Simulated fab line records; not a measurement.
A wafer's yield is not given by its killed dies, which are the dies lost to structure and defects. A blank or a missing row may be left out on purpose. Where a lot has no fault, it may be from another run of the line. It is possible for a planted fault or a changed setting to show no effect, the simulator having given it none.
Struck lot and sound lot, side by side | flow n5_finfet | 34 steps out of a route of 1938
Sound: these wafers, L168.2, L168.4, L168.5. Struck: wafers L175.1, L175.2. (L175.4 of the same lot was not struck and is left out.) The cause comes at the end.
Order at every step that has rows: each side's tool, ch and its chambers, its first start. Under that, the readings that differ: sound wafers | struck wafers | difference of the means | sigmas: that difference in standard deviations of wafers without a fault.
alike: readings whose means differ by less than 2 such deviations, and words and numbers that are the same on both sides. not compared: withheld readings, readings that some wafer has no value for, bounds like >300 that may hide the same value, and numbers for which the record gives no deviation and whose values overlap.
Wherever a step has rows on one side only, a row that says differs or no value, or a row with sigmas, the two part there. Numbers that don't overlap but have no deviation are shown without sigmas and don't part them. Lack of a reading on every wafer of one side parts them only where that side has two or more wafers.

first, 9 steps without rows for these wafers: N5_SD_EPI_P_DEVELOP_08 (develop time 30 s); N5_SD_EPI_P_DESCUM_14 (chemistry O2, time 7.9 s); N5_SD_EPI_P_ETCH_36 (etches SiARC in CF4, target depth 45.5 nm, time 75.8 s); N5_SD_EPI_P_ETCH_37 (etches SOC in N2/H2, overetch 108 nm, time 486 s); N5_SD_EPI_P_STRIP_38 (strips in N2/H2); N5_SD_EPI_P_ETCHBACK_46 (etches SiNx in CH3F/O2, stops on SiO2, target depth 17.5 nm); N5_SD_EPI_P_ETCH_47 (etches SiOCN in CH3F/O2, target depth 25 nm); N5_SD_EPI_P_ETCH_16 (etches SiO2 in CHF3/O2, target depth 5 nm); N5_SD_EPI_P_STRIP_50 (strips in CHF3/O2).
N5_SD_EPI_P_SD_RECESS_17: chemistry HBr/Cl2/O2, target depth 39.1 nm, bt time 3 s.
  sound on rie_si-01 ch 0,3, day 3 08:14; struck on rie_si-01 ch 0,1, day 5 02:31
  reading                              | sound             | struck      | difference | sigmas
  model.SD_EPI_P.feature_depth_nm (nm) | 39 39.2 39        | 30.8 30.8   | -8.3       |
  model.etch.depth_nm (nm)             | 39.07 39.17 38.95 | 30.84 30.77 | -8.26      |
  alike: drypump_motor_current_A, oes_product_au, throttle_valve_pct
  not compared: rf_hours_counter_h
then, 22 steps without rows for these wafers: N5_SD_EPI_P_WET_ETCH_45 (etches SiO2 in dHF, time 10.7 s, target depth 2 nm, rinse time 30 s); N5_SD_EPI_P_STRIP_40 (strips in N2/H2); N5_SD_EPI_P_PRECLEAN_52 (cleans in O3/DIW, time 60 s); N5_SD_EPI_P_SRD_20 (time 30 s); N5_SD_EPI_P_PRECLEAN_51 (cleans in NF3:NH3, afs cycles 1, time 20 s, sublimation time 60 s); N5_SD_EPI_P_VAPOR_ETCH_44 (etches SiGe30 in NF3/Ar, time 3.3 s); N5_SD_EPI_P_EPI_21 (deposits SiGe:B, time 355 s); N5_SD_EPI_P_HM_STRIP_48 (strips SiNx in H3PO4, material SiNx, target depth 3 nm); N5_SD_EPI_P_SRD_49 (time 30 s); N5_SD_EPI_P_PRECLEAN_24 (cleans in O3/DIW, time 45 s); N5_SD_EPI_P_PRECLEAN_32 (cleans in dHF, time 10 s); N5_SD_EPI_P_PRECLEAN_33 (cleans in SC2, time 45 s); N5_SD_EPI_P_SRD_25 (time 30 s); N5_SD_ACTIVATION_RTA_00 (time 0 s); N5_SD_ACTIVATION_LSA_01 (time 0.0008 s); N5_ILD0_LINER_00 (material SiNx, target thk 4 nm, pulse time 1 s, purge time 2 s); N5_ILD0_FCVD_FILL_01 (material SiO2 flowable, target thk 200 nm, time 328.3 s); N5_ILD0_CURE_02 (time 1800 s); N5_ILD0_CMP_03 (polishes, stops on SiNx, t overpolish 1.9 s, target thk 197.38 nm); N5_ILD0_CMP_07 (polishes SiO2 flowable, stops on poly-Si, t overpolish 1.18 s, target thk 138.88 nm); N5_ILD0_PRECLEAN_10 (cleans in NF3:NH3, afs cycles 5, time 20 s, sublimation time 60 s); N5_ILD0_ALD_15 (deposits SiNx, target thk 24 nm, pulse time 1 s, ald cycles 480).
-- the record jumps here: 4 days lie between the struck wafers' starts before and after (it left off in module ILD0 and takes up again in module BEOL_M4, whose first step shown is number 1111 of the route) --
N5_BEOL_M4_RC_MEAS_101:
  sound on prober-02 ch 0, day 7 15:19; struck on prober-01 ch 0, day 9 10:06
  reading         | sound          | struck      | difference | sigmas
  CJ_P            | 5.84 6.00 5.88 | 3.75 4.25   | -1.91      | -12
  DIBL_N (mV/V)   | 32.9 35.3 32.1 | 39.4 36.9   | +4.7       | +3
  ION_P (uA/um)   | 454 457 446    | 438 428     | -19        | -2
  REXT_P (ohm.um) | 97.8 96.8 98.7 | 108.7 109.6 | +11.4      | +5
  alike: DIBL_P, IOFF_N, IOFF_P, ION_N, SS_N, SS_P, VT_N, VT_P
-- a jump in the record: the struck wafers' starts before and after are 4 days apart (it breaks off in module BEOL_M4 and resumes in module PASSIVATION, where the first step shown is number 1936 of the route) --
N5_PASSIVATION_PROBE_49:
  only the struck wafers here have rows in the record (prober-01, day 13 10:25); the sound ones have none

WHERE THEY PART
First at N5_BEOL_M4_RC_MEAS_101; last, within this record, at N5_PASSIVATION_PROBE_49.

WHY: what the simulator had put in
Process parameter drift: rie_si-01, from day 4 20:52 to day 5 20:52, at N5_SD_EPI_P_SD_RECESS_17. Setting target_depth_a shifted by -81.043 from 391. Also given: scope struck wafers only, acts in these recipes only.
